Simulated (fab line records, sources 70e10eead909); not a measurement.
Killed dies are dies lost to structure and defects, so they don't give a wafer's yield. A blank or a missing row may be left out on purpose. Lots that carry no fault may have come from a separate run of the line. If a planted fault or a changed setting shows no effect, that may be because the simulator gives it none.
Chamber matching | flow nand harc | 3 sister chambers for NHARC_P_M2_PRE_CLEAN_32 on pecvd-02
The step time 12 s. 3 wafers are shown with their chamber, then 12 later ones without.

== WAFERS, EACH WITH ITS CHAMBER ==
wafer  | chamber | heater power w (W)
L088.1 | 0       | 616
L088.2 | 2       | 687
L088.4 | 1       | 521

== WAFERS WITH NO CHAMBER GIVEN ==
wafer  | heater power w (W)
L090.1 | 575
L090.4 | 584
L090.6 | 651
L093.1 | 613
L093.4 | 582
L093.5 | 614
L095.2 | 538
L095.5 | 603
L095.6 | 528
L096.1 | 711
L096.5 | 553
L096.6 | 681

== CHAMBER TAKEN BY EACH ==
wafer  | from the rows above     | in truth
L090.1 | can't be placed: 0 or 1 | 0
L090.4 | can't be placed: 0 or 1 | 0
L090.6 | can't be placed: 0 or 2 | 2
L093.1 | 0                       | 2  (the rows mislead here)
L093.4 | can't be placed: 0 or 1 | 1
L093.5 | 0                       | 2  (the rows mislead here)
L095.2 | 1                       | 1
L095.5 | 0                       | 0
L095.6 | 1                       | 1
L096.1 | 2                       | 2
L096.5 | can't be placed: 1 or 0 | 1
L096.6 | 2                       | 2
Correct placement for 5 of the 12. From these rows, 5 cannot be placed; in 5 the true chamber is one of the candidates. Number placed wrongly: 2.
How it was worked out, from the rows above alone: a wafer's distance from a chamber is the root of the sum, over the readings, of the square of ((its reading less the chamber's mean) divided by the reading's scatter). If the next closest chamber is less than 2 further off than the closest, the wafer can't be placed; otherwise it belongs to the closest. For every chamber, the mean is computed from those of its wafers that are shown. The scatter: root of mean squared gap, hidden wafer to nearest shown wafer, with one shown wafer a chamber.
